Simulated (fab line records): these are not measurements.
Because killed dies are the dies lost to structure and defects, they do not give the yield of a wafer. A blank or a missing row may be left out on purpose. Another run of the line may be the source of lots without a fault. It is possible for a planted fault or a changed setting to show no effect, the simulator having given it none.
fab line records	flow nandHarc
[record] lots = 12	wafers = 36	lastDay = 24
route steps=1159 shown A_BONDPAD@1075 END@1159
lots that met no fault: from a run of the same line without faults
startH: hours from the record's first day to the start of the lot's first wafer shown	waitH: hours from the lot's prior step to this one	" identical to the entry in the row above	L1.1+2: several wafers, shown together as one row	- value missing, or start not given	* or withheld: withheld	< > ~ a bound
route shown NAME@n: a module of which the file shows steps, and the number in the route of the first	usual: the fault-free wafers' mean and standard deviation	same: alike in all rows	chamber/n: place in a boat	sites: per-site readings	_std_site: their standard deviation	_edge_site: the outer-site mean with the inner-site mean subtracted	radiusMm: how far each site lies from the wafer's centre	mask NAME#n: copy n	behind: tool/chamber where the wafer was last shaped	hold: reason for holding the lot/hours on hold/outcome of the hold	device: the transistor (n, p or np) that didn't switch	end of line: the route-end tests of the same wafers	a step with no rows: only its recipe	killed: count of dies lost to structure and defects at first sort (not the wafer's yield)	map: dies across one wafer; x = killed, . = not, _ = none there
set.NAME: the setting that was run; set.NAME@STEP: the one run at that earlier step	model.NAME: the simulator's own value behind a step, which no gauge read
steps of the route over a sample of lots; a table a step, a row a wafer
services: when a tool's chamber went out of use (startH, in hours from the record's first day, below 0 if earlier), for how many hours, and the reason
[[steps]]
[step NHARC_A_BONDPAD_DESCUM_11]
[recipe] timeS = 3	o2FlowSccm = 200	arFlowSccm = 0	biasPowerW = 0	chemistry = O2
[usual] drypumpMotorCurrentA = 5.8/0.36	oesProductAu = 1.001/0.0092	rfVppV = 57.8/0.9	showerheadPlenumPTorr = 1.94/0.073	throttleValvePct = 11.312/0.009
lot.wafer	tool	chamber	startH	waitH	drypumpMotorCurrentA	oesProductAu	rfHoursCounterH	rfVppV	showerheadPlenumPTorr	throttleValvePct
L921.1	rieDiel-05	3	410.36	-	5.8	0.989	2	57.5	1.87	11.319
L921.4	"	1	"	"	6.2	1.001	2	56.4	1.93	11.309
L921.5	"	2	"	"	5.3	0.997	-	58.7	1.88	11.323
L922.3	rieDiel-05	3	411.41	-	5.8	0.990	2	57.7	1.87	11.308
L922.1	"	0	"	"	5.8	1.000	2	58.9	2.05	11.301
L922.6	"	2	"	"	5.3	0.997	-	57.5	1.88	11.310
L924.4	rieDiel-02	2	419.52	-	6.3	0.999	37	57.1	1.94	11.315
L924.2	"	3	"	"	5.8	0.991	37	57.4	2.06	11.310
L924.5	"	1	"	"	6.7	1.001	-	58.1	1.98	11.322
L925.4	rieDiel-09	0	419.76	-	5.5	1.010	32	57.1	1.86	11.305
L925.3	"	1	"	"	6.2	1.000	27	57.7	2.01	11.311
L925.1	"	2	"	"	5.8	0.990	31	58.0	2.04	11.307
L929.2	rieDiel-05	1	450.87	-	6.1	1.014	3	58.6	1.93	11.318
L929.3	"	3	"	"	5.8	0.993	3	57.5	1.87	11.298
L929.5	"	2	"	"	5.3	1.002	-	58.4	1.88	11.303
L932.3	rieDiel-05	2	459.66	-	5.3	1.008	3	58.6	1.88	11.307
L932.1	"	0	"	"	5.8	0.992	4	58.9	2.05	11.323
L932.6	"	2	"	"	5.3	1.008	-	57.7	1.88	11.325
L931.1	rieDiel-05	1	464.12	-	6.1	1.015	4	59.7	1.93	11.324
L931.2	"	3	"	"	5.8	0.989	4	56.8	1.87	11.321
L931.6	"	1	"	"	6.1	1.002	-	58.2	1.93	11.309
L937.3	rieDiel-09	1	495.96	-	6.2	0.999	11	58.7	2.01	11.309
L937.1	"	3	"	"	5.1	0.988	10	59.5	1.98	11.307
L937.6	"	0	"	"	5.5	0.998	-	56.9	1.86	11.315
L938.3	rieDiel-09	3	511.43	-	5.1	0.998	14	58.3	1.98	11.304
L938.1	"	0	"	"	5.5	0.998	15	58.0	1.86	11.320
L938.4	"	1	"	"	6.2	0.993	15	57.6	2.01	11.331
L941.3	rieDiel-09	1	530.81	-	6.3	0.994	19	57.7	2.01	11.313
L941.1	"	2	"	"	5.8	1.002	18	57.5	2.03	11.321
L941.5	"	0	"	"	5.5	1.009	-	58.6	1.86	11.315
L943.1	rieDiel-05	1	537.81	-	6.2	0.999	0	60.0	1.93	11.307
L943.6	"	1	"	"	6.2	0.991	-	58.1	1.92	11.311
L943.5	"	2	"	"	5.3	0.994	-	58.8	1.88	11.327
L942.2	rieDiel-05	0	538.14	-	5.9	0.988	0	58.5	2.04	11.306
L942.3	"	1	"	"	6.2	1.016	0	57.4	1.92	11.306
L942.1	"	3	"	"	5.8	0.997	0	57.9	1.87	11.306
[step NHARC_A_BONDPAD_CD_MEAS_13]
[usual] cdNm = 500.3/1.6
lot.wafer	tool	chamber	startH	waitH	cdNm
L921.1	cdSem-02	-	410.68	-	501.6
L921.4	"	-	"	"	502.3
L921.5	"	-	"	"	499.6
L922.1	cdSem-03	-	411.72	-	497.2
L922.3	"	-	"	"	500.1
L922.6	"	-	"	"	498.8
L924.2	cdSem-02	-	419.85	-	499.7
L924.4	"	-	"	"	500.7
L924.5	"	-	"	"	501.3
L925.1	cdSem-02	-	420.35	-	500.6
L925.3	"	-	"	"	499.6
L925.4	"	-	"	"	498.7
L929.2	cdSem-01	-	451.21	-	499.4
L929.3	"	-	"	"	501.7
L929.5	"	-	"	"	498.7
L932.1	cdSem-03	-	459.97	-	502.2
L932.3	"	-	"	"	501.2
L932.6	"	-	"	"	497.6
L931.1	cdSem-01	-	464.44	-	501.9
L931.2	"	-	"	"	499.3
L931.6	"	-	"	"	499.8
L937.1	cdSem-02	-	496.27	-	496.8
L937.3	"	-	"	"	497.4
L937.6	"	-	"	"	500.2
L938.1	cdSem-03	-	512.02	-	501.1
L938.3	"	-	"	"	499.7
L938.4	"	-	"	"	497.3
L941.1	cdSem-02	-	531.16	-	502.0
L941.3	"	-	"	"	500.6
L941.5	"	-	"	"	498.5
L943.1	cdSem-02	-	538.13	-	498.2
L943.5	"	-	"	"	499.9
L943.6	"	-	"	"	502.0
L942.1	cdSem-03	-	538.59	-	497.5
L942.2	"	-	"	"	497.8
L942.3	"	-	"	"	500.0
[step NHARC_A_BONDPAD_STRIP_15]
[recipe] o2FlowSccm = 500	arFlowSccm = 0	biasW = 0	chemistry = O2
[usual] chamberPressureMTorr = 60.00/0.053	drypumpMotorCurrentA = 5.8/0.38	oesProductAu = 1.000/0.01	rfVppV = 58.0/0.89	showerheadPlenumPTorr = 3.58/0.13	throttleValvePct = 17.037/0.0089
lot.wafer	tool	chamber	startH	waitH	chamberPressureMTorr	drypumpMotorCurrentA	oesProductAu	rfHoursCounterH	rfVppV	showerheadPlenumPTorr	throttleValvePct
L921.4	rieDiel-05	3	410.77	0.1	60.08	5.8	0.998	2	57.5	3.45	17.029
L921.1	"	0	"	"	60.03	5.9	0.999	2	57.3	3.76	17.037
L921.5	"	3	"	"	59.99	5.8	0.992	-	57.2	3.45	17.031
L922.3	rieDiel-09	3	411.81	0.1	59.99	5.1	1.003	30	58.0	3.65	17.051
L922.1	"	0	"	"	60.07	5.5	1.001	30	56.7	3.44	17.033
L922.6	"	2	"	"	59.96	5.8	0.992	-	58.3	3.74	17.038
L924.2	rieDiel-02	3	419.96	0.1	60.01	5.8	0.985	37	58.5	3.79	17.045
L924.4	"	2	"	"	60.04	6.3	0.992	37	58.3	3.57	17.021
L924.5	"	3	"	"	59.91	5.8	0.993	-	58.5	3.79	17.047
L925.3	rieDiel-02	3	420.43	0.1	59.99	5.9	0.991	37	58.3	3.79	17.038
L925.4	"	1	"	"	60.09	6.7	1.003	35	57.0	3.65	17.036
L925.1	"	2	"	"	59.99	6.3	0.993	37	58.3	3.57	17.034
L929.2	rieDiel-05	2	451.30	0.1	47.22	5.3	1.008	3	58.2	3.46	17.023
L929.3	"	0	"	"	47.15	5.9	1.001	4	56.2	3.75	17.036
L929.5	"	1	"	"	47.23	6.2	1.005	-	57.6	3.55	17.051
L932.1	rieDiel-05	0	460.06	0.1	47.19	5.8	1.003	4	58.7	3.75	17.041
L932.3	"	2	"	"	47.14	5.3	1.015	4	57.0	3.46	17.038
L932.6	"	3	"	"	47.20	5.8	0.993	-	57.3	3.45	17.018
L931.2	rieDiel-05	2	464.51	0.1	47.23	5.3	1.014	4	56.3	3.46	17.029
L931.1	"	0	"	"	47.13	5.9	1.001	4	56.6	3.75	17.026
L931.6	"	2	"	"	47.20	5.3	1.016	-	58.6	3.46	17.040
L937.1	rieDiel-09	3	496.34	0.1	59.99	5.1	0.998	10	58.5	3.64	17.050
L937.3	"	1	"	"	60.04	6.2	1.007	11	58.4	3.69	17.052
L937.6	"	0	"	"	59.95	5.5	0.999	-	56.6	3.43	17.037
L938.3	rieDiel-09	3	512.10	0.1	59.99	5.1	0.995	14	59.5	3.64	17.064
L938.4	"	0	"	"	59.97	5.5	0.997	15	59.0	3.43	17.034
L938.1	"	2	"	"	59.95	5.9	0.989	15	59.2	3.73	17.028
L941.1	rieDiel-05	3	531.25	0.1	59.93	5.8	0.986	0	57.2	3.45	17.046
L941.3	"	0	"	"	60.02	5.8	0.999	0	58.3	3.75	17.044
L941.5	"	3	"	"	60.04	5.8	0.991	-	57.2	3.45	17.022
L943.1	rieDiel-05	2	538.24	0.1	60.04	5.3	0.997	1	56.3	3.46	17.047
L943.6	"	2	"	"	60.01	5.3	1.008	-	58.6	3.46	17.038
L943.5	"	3	"	"	60.08	5.8	0.986	-	58.4	3.45	17.040
L942.2	rieDiel-02	2	538.68	0.1	60.01	6.3	0.993	11	58.3	3.55	17.034
L942.1	"	3	"	"	60.00	5.9	1.021	10	59.0	3.76	17.021
L942.3	"	0	"	"	59.97	5.7	1.001	11	58.4	3.77	17.029
[step NHARC_A_BONDPAD_DEGAS_25]
[recipe] tempC = 300	timeS = 60
[usual] heaterPowerW = 467/41
lot.wafer	tool	chamber	startH	waitH	heaterPowerW
L921.4	pvdSputter-01	-	411.36	-	530
L921.1	"	-	"	"	406
L921.5	"	-	"	"	524
L922.1	pvdSputter-03	-	412.39	-	440
L922.3	"	-	"	"	531
L922.6	"	-	"	"	443
L924.4	pvdSputter-03	-	420.56	-	541
L924.2	"	-	"	"	435
L924.5	"	-	"	"	536
L925.4	pvdSputter-03	-	420.98	-	529
L925.1	"	-	"	"	446
L925.3	"	-	"	"	450
L929.3	pvdSputter-02	-	451.83	-	476
L929.2	"	-	"	"	441
L929.5	"	-	"	"	470
L932.1	pvdSputter-02	-	460.60	-	465
L932.3	"	-	"	"	438
L932.6	"	-	"	"	473
L931.2	pvdSputter-01	-	465.07	-	544
L931.1	"	-	"	"	405
L931.6	"	-	"	"	519
L937.3	pvdSputter-02	-	496.90	-	476
L937.1	"	-	"	"	437
L937.6	"	-	"	"	469
L938.3	pvdSputter-01	-	512.69	-	404
L938.1	"	-	"	"	445
L938.4	"	-	"	"	537
L941.3	pvdSputter-02	-	531.81	-	476
L941.1	"	-	"	"	433
L941.5	"	-	"	"	484
L943.1	pvdSputter-03	-	538.82	-	477
L943.6	"	-	"	"	443
L943.5	"	-	"	"	432
L942.1	pvdSputter-01	-	539.22	-	534
L942.3	"	-	"	"	393
L942.2	"	-	"	"	440
[step NHARC_END_SORT_01]
[recipe] tempC = 25
[usual] defectLimitedYield = 95.6/1.4	killedAtArray = 26/9	killedAtOther = 0.8/1.2	killedAtPeriphery = 3.2/2.3	killedDies = 30/9.1	killedOpen = 3.5/2	killedShort = 1.8/1.4	sort_bin_2_pct = 1.4/0.59	sort_bin_3_pct = 0.25/0.22	sort_bin_4_pct = 2.8/0.91	sortNPass = 647/9.1	sortRimYieldPct = 95.4/3	sortYieldPct = 95.6/1.4
[same] grossDies = 677	sort_bin_5_pct[%] = 0	sort_bin_6_pct[%] = 0	sort_bin_7_pct[%] = 0	sort_bin_8_pct[%] = 0	sortRimNGross = 106.00
lot.wafer	tool	chamber	startH	waitH	defectLimitedYield[%]	killedAtArray	killedAtOther	killedAtPeriphery	killedDies	killedOpen	killedShort	sort_bin_2_pct[%]	sort_bin_3_pct[%]	sort_bin_4_pct[%]	sortNPass	sortRimYieldPct[%]	sortYieldPct[%]
L921.1	prober-01	0	444.51	2.4	95.3	26	0	6	32	7	4	1.3	0.30	3.1	645	93.4	95.3
L921.4	prober-01	0	446.94	3.4	95.7	23	2	4	29	11	2	1.5	0	2.8	648	94.3	95.7
L921.5	prober-01	0	447.75	3.7	95.4	25	3	3	31	7	2	1.5	0	3.1	646	95.3	95.4
L922.1	prober-02	0	444.58	2.5	94.8	28	2	5	35	5	2	1.5	0	3.7	642	100.0	94.8
L922.3	prober-02	0	446.18	3.1	95.3	27	1	4	32	1	2	0.9	0.15	3.7	645	97.2	95.3
L922.6	prober-02	0	448.59	4.0	95.4	25	0	6	31	1	2	1.5	0	3.1	646	97.2	95.4
L931.1	prober-01	0	491.29	2.5	96.0	24	1	2	27	1	2	1.3	0	2.7	650	92.5	96.0
L931.2	prober-01	0	492.09	2.8	96.0	17	4	6	27	6	2	1.8	0	2.2	650	94.3	96.0
L931.6	prober-01	0	495.32	4.0	96.3	22	1	2	25	3	2	1.5	0.15	2.1	652	95.3	96.3
L932.1	prober-02	0	491.37	2.5	93.9	39	1	1	41	4	0	1.9	0.44	3.7	636	98.1	93.9
L932.3	prober-02	0	492.97	3.1	96.0	25	0	2	27	3	2	2.1	0.30	1.6	650	98.1	96.0
L932.6	prober-02	0	495.38	4.0	96.8	22	0	0	22	2	1	0.6	0.30	2.4	655	100.0	96.8
L942.1	prober-02	0	575.75	2.5	94.4	35	1	2	38	2	1	2.2	0.30	3.1	639	83.0	94.4
L942.2	prober-02	0	576.56	2.8	96.2	24	0	2	26	3	0	1.0	0	2.8	651	93.4	96.2
L942.3	prober-02	0	577.37	3.1	94.8	34	0	1	35	3	1	1.0	0.15	4.0	642	88.7	94.8
// killed by level:class
L921.1 P_GATE:chamberFilmFlake=3 A_SGD_CUT:chamberFilmFlake=3 A_SLIT:chamberFilmFlake=3 A_SLIT:unspecified=3 A_CHANNEL_HOLE_D1:geometricParticle:open=2 A_CHANNEL_HOLE_D1:chamberFilmFlake=2 A_STAIRCASE:chamberFilmFlake=2 P_CONTACT:geometricParticle:open=1
L922.1 A_CHANNEL_HOLE_D1:chamberFilmFlake=9 A_STAIRCASE:chamberFilmFlake=6 A_SLIT:chamberFilmFlake=4 P_STI:chamberFilmFlake=3 A_CONTACT:chamberFilmFlake=3 THIN_TSV:chamberFilmFlake=2 P_GATE:geometricParticle:open=1 A_CHANNEL_HOLE_D1:geometricParticle:short=1
L922.3 A_CHANNEL_HOLE_D1:chamberFilmFlake=10 A_STAIRCASE:chamberFilmFlake=8 A_SLIT:chamberFilmFlake=4 P_STI:chamberFilmFlake=2 A_CONTACT:chamberFilmFlake=2 P_CONTACT:geometricParticle:open=1 P_CONTACT:geometricParticle:short=1 A_CHANNEL_FILL_D1:geometricParticle:short=1
L921.4 A_CONTACT:geometricParticle:open=3 A_SLIT:unspecified=3 A_CHANNEL_HOLE_D1:geometricParticle:open=2 A_CHANNEL_HOLE_D1:chamberFilmFlake=2 A_SLIT:chamberFilmFlake=2 P_GATE:geometricParticle:open=1 A_ONON_D1:geometricParticle:open=1 A_ONON_D1:geometricParticle:short=1
L921.5 A_SGD_CUT:chamberFilmFlake=5 A_SLIT:chamberFilmFlake=5 A_CHANNEL_HOLE_D1:chamberFilmFlake=3 A_CHANNEL_HOLE_D1:geometricParticle:open=2 P_GATE:chamberFilmFlake=2 THIN_TSV:chamberFilmFlake=2 P_GATE:geometricParticle:short=1 A_CHANNEL_HOLE_D1:geometricParticle:short=1
L922.6 A_STAIRCASE:chamberFilmFlake=7 A_CHANNEL_HOLE_D1:chamberFilmFlake=6 A_SLIT:chamberFilmFlake=6 P_STI:chamberFilmFlake=4 A_CONTACT:chamberFilmFlake=2 P_GATE:geometricParticle:short=1 A_BLC:geometricParticle:open=1 A_M0:geometricParticle:short=1
L931.1 A_SLIT:chamberFilmFlake=14 A_STAIRCASE:chamberFilmFlake=4 A_CONTACT:chamberFilmFlake=2 P_M0:geometricParticle:open=1 P_M1:geometricParticle:short=1 A_ONON_D1:geometricParticle:short=1 A_ZERO_WELL:chamberFilmFlake=1 A_CHANNEL_HOLE_D1:chamberFilmFlake=1
L932.1 A_CHANNEL_HOLE_D1:chamberFilmFlake=22 A_CONTACT:chamberFilmFlake=5 A_STAIRCASE:chamberFilmFlake=4 A_WL_FILL:chamberFilmFlake=3 A_CONTACT:geometricParticle:open=2 A_SOURCE_PLATE:geometricParticle:open=1 A_WL_FILL:geometricParticle:open=1 P_ZERO_WELL:chamberFilmFlake=1
L931.2 A_SLIT:chamberFilmFlake=8 THIN_TSV:chamberFilmFlake=4 A_CONTACT:chamberFilmFlake=3 P_CONTACT:geometricParticle:short=2 P_M0:geometricParticle:open=2 A_STAIRCASE:chamberFilmFlake=2 P_CONTACT:geometricParticle:open=1 P_M2:geometricParticle:open=1
L932.3 A_CHANNEL_HOLE_D1:chamberFilmFlake=13 A_CONTACT:chamberFilmFlake=4 A_CHANNEL_FILL_D1:chamberFilmFlake=2 P_M0:geometricParticle:open=1 P_M1:geometricParticle:open=1 A_ONON_D1:geometricParticle:open=1 A_CHANNEL_FILL_D1:geometricParticle:short=1 A_WL_FILL:geometricParticle:short=1
L931.6 A_SLIT:chamberFilmFlake=9 A_STAIRCASE:chamberFilmFlake=3 P_CONTACT:geometricParticle:open=2 A_CONTACT:chamberFilmFlake=2 A_CHANNEL_HOLE_D1:chamberFilmFlake=2 A_WL_FILL:chamberFilmFlake=2 A_CONTACT:geometricParticle:open=1 A_CONTACT:geometricParticle:short=1
L932.6 A_CHANNEL_HOLE_D1:chamberFilmFlake=12 A_CONTACT:chamberFilmFlake=5 A_M0:geometricParticle:open=2 A_WL_FILL:geometricParticle:short=1 A_ZERO_WELL:chamberFilmFlake=1 A_WL_FILL:chamberFilmFlake=1
L942.1 A_SLIT:chamberFilmFlake=17 A_CONTACT:chamberFilmFlake=7 A_CHANNEL_HOLE_D1:chamberFilmFlake=6 A_SLIT:geometricParticle:open=1 A_CONTACT:geometricParticle:open=1 A_CONTACT:geometricParticle:short=1 P_ZERO_WELL:chamberFilmFlake=1 P_GATE:chamberFilmFlake=1
L942.2 A_SLIT:chamberFilmFlake=11 A_CONTACT:chamberFilmFlake=6 A_CHANNEL_HOLE_D1:chamberFilmFlake=4 P_CONTACT:geometricParticle:open=2 A_STAIRCASE:chamberFilmFlake=2 A_M0:geometricParticle:open=1
L942.3 A_SLIT:chamberFilmFlake=11 A_CHANNEL_HOLE_D1:chamberFilmFlake=9 A_CONTACT:chamberFilmFlake=7 A_STAIRCASE:chamberFilmFlake=4 P_M0:geometricParticle:open=1 A_SGD_CUT:geometricParticle:open=1 A_CONTACT:geometricParticle:open=1 A_BLC:geometricParticle:short=1
[[services]]
tool	chamber	startH	hours	kind
pvdSputter-02	-	392.00	10.0	pm
rieDiel-05	0	398.60	-	clean
rieDiel-05	1	398.60	-	clean
rieDiel-05	2	398.60	-	clean
rieDiel-05	3	398.60	-	clean
pvdSputter-01	-	401.27	3.5	repair
rieDiel-05	3	402.25	2.3	repair
rieDiel-05	2	418.26	1.5	repair
rieDiel-05	0	423.10	-	clean
rieDiel-05	1	423.10	-	clean
rieDiel-05	2	423.10	-	clean
rieDiel-05	3	423.10	-	clean
pvdSputter-03	-	425.63	1.6	repair
rieDiel-05	0	425.96	2.0	repair
rieDiel-09	-	431.10	9.0	pm
pvdSputter-01	-	435.59	5.0	repair
rieDiel-05	3	440.48	4.9	repair
pvdSputter-03	-	463.02	10.0	pm
rieDiel-05	0	486.61	14.8	repair
rieDiel-02	-	504.76	9.0	pm
pvdSputter-01	-	516.94	10.0	pm
rieDiel-05	-	517.60	9.0	pm
rieDiel-09	3	529.47	15.0	repair
pvdSputter-03	-	532.74	2.1	repair
[[key]]
[firstSign] step = NHARC_A_BONDPAD_STRIP_15	reading = chamberPressureMTorr	direction = down	sigmas = 99+	usual = 60.00	struck = 47.19
effect none on later readings
metAt NHARC_A_BONDPAD_STRIP_15
struckLots L929,L931,L932
notActingAt NHARC_A_BONDPAD_DESCUM_11,NHARC_A_BONDPAD_CD_MEAS_13,NHARC_A_BONDPAD_DEGAS_25
onsetBetween 410.77 451.30
[fault] kind = processParameterDrift	tool = rieDiel-05	chamber = -	onsetH = 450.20	steps = NHARC_A_BONDPAD_STRIP_15	channel = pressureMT	offset = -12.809	shape = step	endH = 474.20	actsIn = theseRecipesOnly	stated = 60
